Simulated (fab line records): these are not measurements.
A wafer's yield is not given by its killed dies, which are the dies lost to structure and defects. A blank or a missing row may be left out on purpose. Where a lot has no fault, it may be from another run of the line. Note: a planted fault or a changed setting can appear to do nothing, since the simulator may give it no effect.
Problem report, 8D (eight disciplines) form, completed by code    flow n5Finfet    the parts of the form that need people (team, actions taken, sign-off) are left out

== 1. THE ISSUE ==
cdNm at N5_FIN_SAQP_CD_MEAS_27 reads a mean of 17.70 nm on 2 wafers of 1 lot; wafers without a fault read 20.30 nm with a standard deviation of 0.23. Relative to the usual mean, that is a shift of -11 standard deviations.
The step: target cd 20 nm.
First seen on wafer L175.1, day 5 18:20, on cdSem-02. The record has a number at this step for 27 wafers belonging to 9 lots. Rule for "out" (also "out of limits"): further than 4 standard deviations from the usual mean. The other wafers with a number count as sound.

== 2. WHAT IT IS, WHAT IT ISN'T ==
question                     is                is not
which readings at this step  cdNm              -
which lots                   L175              L160, L166, L167, L171, L173, L176, L177, L183
which wafers of those lots   L175.1, L175.4    L175.3
read on which gauges         cdSem-02          cdSem-01, cdSem-03
when                         from day 5 18:20  up to then (16 sound wafers); but 9 sound wafers of L176, L177, L183 came after

== 3. THE SUSPECTS, EACH WITH WHAT RULES IT OUT ==
Counting: a tool at a process step up to the reading stays a suspect if it ran every lot that is out. Sound lots after the first of them don't rule it out here, since some wafers of a struck lot are sound.
- the gauge at N5_FIN_SAQP_CD_MEAS_27 has been ruled out. All the wafers that are out were read on cdSem-02, but those of them that N5_PASSIVATION_PROBE_49 has rows for are out there too, on other tools.
- rieSi-01 at N5_PMOS_HMC_CHANNEL_EPI_ETCH_38 (etches SiO2 in CF4, target depth 1.5 nm): kept. It ran the lot that is out, L175 (day 5 12:05).
- rieDiel-06 at N5_FIN_SAQP_DESCUM_21 (chemistry O2, time 7.9 s): kept. It ran the lot that is out, L175 (day 5 16:15).
- aldSin-01 at N5_FIN_SAQP_SPACER1_ALD_24 (deposits SiO2, target thk 20.3 nm, pulse time 1 s, purge time 2 s): kept. L175, the lot that is out, went through it at day 5 17:25; up to then, the latest sound lot through it was L171 at day 4 18:19.
- Within rieSi-01 at N5_PMOS_HMC_CHANNEL_EPI_ETCH_38: the wafers that are out ran in chambers 2, 3; their sound lot-mates ran in chamber 0.
- Within rieDiel-06 at N5_FIN_SAQP_DESCUM_21: the wafers that are out ran in chambers 0, 3; their sound lot-mates ran in chamber 2.
- Within aldSin-01 at N5_FIN_SAQP_SPACER1_ALD_24: the wafers that are out ran in chambers 2, 3; their sound lot-mates ran in chamber 0.
The count leaves rieSi-01 at N5_PMOS_HMC_CHANNEL_EPI_ETCH_38, rieDiel-06 at N5_FIN_SAQP_DESCUM_21, and aldSin-01 at N5_FIN_SAQP_SPACER1_ALD_24.

== 4. THE CAUSE (what the simulator had put in) ==
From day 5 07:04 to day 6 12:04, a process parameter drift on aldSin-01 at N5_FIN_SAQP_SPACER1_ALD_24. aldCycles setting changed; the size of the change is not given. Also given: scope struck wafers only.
Counting leaves 3 suspects; this tool is one of them.

== 5. SEQUENCE OF EFFECTS, ordered by route ==
Each row: a reading whose mean over the struck wafers that have a number lies more than 3 standard deviations from the usual. Only readings whose record carries a usual standard deviation are examined. hours: median over the lots of the time between each lot's start at the first step of this table that gives one and its start at this step. sigmas: the change, counted in usual standard deviations.
hours  step                     reading              usual     on struck wafers  change  sigmas
0      N5_FIN_SAQP_CD_MEAS_27   cdNm                 20.30 nm  17.70             -2.61   -11
246    N5_PASSIVATION_PROBE_49  defectLimitedYield   91.6 %    87.3              -4.2    -3.5
246    N5_PASSIVATION_PROBE_49  killedAtFrontEnd     37        82                +46     +4.8
246    N5_PASSIVATION_PROBE_49  killedDies           99        150               +50     +3.4
246    N5_PASSIVATION_PROBE_49  killedOnRim          13        35                +22     +6.1
246    N5_PASSIVATION_PROBE_49  sort_bin_5_function  4.9 %     8.3               +3.4    +4.5
246    N5_PASSIVATION_PROBE_49  sortNPass            1081      1030              -50     -3.4
246    N5_PASSIVATION_PROBE_49  sortYieldPct         91.6 %    87.3              -4.2    -3.5
Its process steps:
- N5_PASSIVATION_PROBE_49
Later measuring or inspecting steps at which every struck wafer that the step has a row for has a number for every such reading, and none has moved that far: N5_BEOL_M4_RC_MEAS_101.

== 6. WHAT WOULD HAVE CAUGHT IT SOONER ==
Counted from the fault's start at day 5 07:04, it took 11 hours until the first out-of-limits reading at a measuring or inspecting step in this record, taken at day 5 18:20.
Tool readings at N5_FIN_SAQP_SPACER1_ALD_24 with a usual standard deviation given in the record: none out on any struck wafer, hence no alarm at a limit of 4 standard deviations on them.
Each of the lots that are out, 1 in all, had begun N5_FIN_SAQP_SPACER1_ALD_24 on aldSin-01 no later than day 5 18:20. Tool hold at that time: it would have spared none of them.
